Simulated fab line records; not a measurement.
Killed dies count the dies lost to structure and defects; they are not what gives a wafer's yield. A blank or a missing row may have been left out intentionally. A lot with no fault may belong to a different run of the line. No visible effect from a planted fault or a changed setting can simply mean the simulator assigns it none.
Matching of chambers :: flow n5-finfet :: 4 sister chambers for N5_HKMG_FIN_CMP_94 on cmp-04
The step polishes, stops on SiNx, t overpolish 4.7 s, target thk 43.299 nm. 4 wafers are shown with their chamber, then 9 later ones without.

WAFERS, EACH WITH ITS CHAMBER
wafer: L075.6
chamber: 0
motor-current-A (A): 11.1

wafer: L082.1
chamber: 3
motor-current-A (A): 11.2

wafer: L087.1
chamber: 2
motor-current-A (A): 12.8

wafer: L087.6
chamber: 1
motor-current-A (A): 12.5

WAFERS WITH NO CHAMBER GIVEN
wafer: L089.2
motor-current-A (A): 11.9

wafer: L089.3
motor-current-A (A): 13.3

wafer: L089.5
motor-current-A (A): 11.5

wafer: L095.2
motor-current-A (A): 13.0

wafer: L095.3
motor-current-A (A): 12.4

wafer: L095.4
motor-current-A (A): 12.5

wafer: L097.2
motor-current-A (A): 11.4

wafer: L097.3
motor-current-A (A): 12.4

wafer: L097.4
motor-current-A (A): 11.7

WHICH CHAMBER EACH ONE RAN IN
wafer: L089.2
from the rows above: can't be placed: 1 or 3 or 0 or 2
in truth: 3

wafer: L089.3
from the rows above: can't be placed: 2 or 1
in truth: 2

wafer: L089.5
from the rows above: can't be placed: 3 or 0
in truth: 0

wafer: L095.2
from the rows above: can't be placed: 2 or 1
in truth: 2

wafer: L095.3
from the rows above: can't be placed: 1 or 2
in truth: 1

wafer: L095.4
from the rows above: can't be placed: 1 or 2
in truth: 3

wafer: L097.2
from the rows above: can't be placed: 3 or 0
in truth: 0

wafer: L097.3
from the rows above: can't be placed: 1 or 2
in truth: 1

wafer: L097.4
from the rows above: can't be placed: 3 or 0 or 1 or 2
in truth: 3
Correct placement for 0 of the 9. From these rows, 9 cannot be placed; in 8 the true chamber is one of the candidates. Placed wrongly: 0.
How it was worked out, from the rows above alone: a wafer's distance from a chamber is the root of the sum, over the readings, of the square of ((its reading less the chamber's mean) divided by the reading's scatter). If the next closest chamber is less than 2 further off than the closest, the wafer can't be placed; otherwise it belongs to the closest. The mean given for a chamber averages the wafers shown for that chamber. The scatter (one wafer shown for each chamber): square how far every hidden wafer sits from the nearest shown wafer, average those squares and take the square root.
